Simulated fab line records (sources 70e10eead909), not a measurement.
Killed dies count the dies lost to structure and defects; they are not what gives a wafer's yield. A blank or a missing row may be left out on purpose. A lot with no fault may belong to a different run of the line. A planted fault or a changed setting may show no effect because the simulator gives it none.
One fault seen from 2 desks || flow nand_harc || each desk holds nothing but its own numbers, with what lay behind them at the end

METROLOGY DESK
Lot by lot, what the gauges showed, no matter which tool ran the lot: averages of those sampled wafers that carry a number. Marked OUT: a lot whose mean sits more than 4 standard deviations from the usual mean, which makes it out of limits; the brackets give that distance.
Columns: A = cd_nm at NHARC_A_SGD_CUT_CD_MEAS_09, usual 100.1 nm
{"lot": "L551", "first seen here": "day 16 11:46", "A": 100.1}
{"lot": "L552", "first seen here": "day 16 12:13", "A": 100.0}
{"lot": "L549", "first seen here": "day 16 20:10", "A": 100.0}
{"lot": "L554", "first seen here": "day 17 02:54", "A": 100.5}
{"lot": "L553", "first seen here": "day 17 10:12", "A": 99.8}
{"lot": "L555", "first seen here": "day 17 12:08", "A": 99.9}
{"lot": "L563", "first seen here": "day 18 04:18", "A": "82.8 (-40) OUT"}
{"lot": "L566", "first seen here": "day 18 11:53", "A": 100.3}
{"lot": "L567", "first seen here": "day 18 12:22", "A": 100.1}
{"lot": "L565", "first seen here": "day 18 13:31", "A": 99.8}
{"lot": "L560", "first seen here": "day 18 15:19", "A": "89.0 (-26) OUT"}
Finding of this desk: L560, L563 out of limits; the first was L563 at day 18 04:18, on cd_nm at NHARC_A_SGD_CUT_CD_MEAS_09. L551, L552, L549, L554, L553, L555, L566, L567, L565: within limits.

THE TOOL OWNER'S DESK: arfi_scanner-01
The tool's own readings at NHARC_A_SGD_CUT_EXPOSE_06 (exposes mask SGD): means of the sampled wafers that have a number, for each lot that ran on this tool. Marked OUT: a lot whose mean sits more than 4 standard deviations from the usual mean, which makes it out of limits; the brackets give that distance.
Columns: A = exposure_dose_mJ_cm2 at NHARC_A_SGD_CUT_EXPOSE_06, usual 85.60; B = focus_offset_nm at NHARC_A_SGD_CUT_EXPOSE_06, usual 0.0 nm
{"lot": "L553", "first seen here": "day 17 10:04", "A": 85.55, "B": 0.4}
{"lot": "L555", "first seen here": "day 17 12:00", "A": 85.64, "B": 0.0}
{"lot": "L563", "first seen here": "day 18 04:10", "A": "63.68 (-99 or more) OUT", "B": -0.0}
{"lot": "L560", "first seen here": "day 18 15:10", "A": "72.18 (-99 or more) OUT", "B": -0.2}
Finding of this desk: L560, L563 out of limits; the first was L563 at day 18 04:10, on exposure_dose_mJ_cm2 at NHARC_A_SGD_CUT_EXPOSE_06. L553, L555: within limits.

BROUGHT TOGETHER
On L560, L563, at day 18 04:10, an alarm was possible from the tool owner's desk.
On L560, L563, the metrology desk was in a position to raise an alarm at day 18 04:18.
On arfi_scanner-01, each named lot ran NHARC_A_SGD_CUT_EXPOSE_06.

WHAT THE SIMULATOR HAD PUT IN
Process parameter drift: arfi_scanner-01, from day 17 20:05 on, at NHARC_A_SGD_CUT_EXPOSE_06. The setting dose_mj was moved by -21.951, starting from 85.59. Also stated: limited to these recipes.
Struck lots among those shown: L560, L563.
Fault start to first reading out of limits, in hours, per desk: tool owner, 8; metrology, 8.
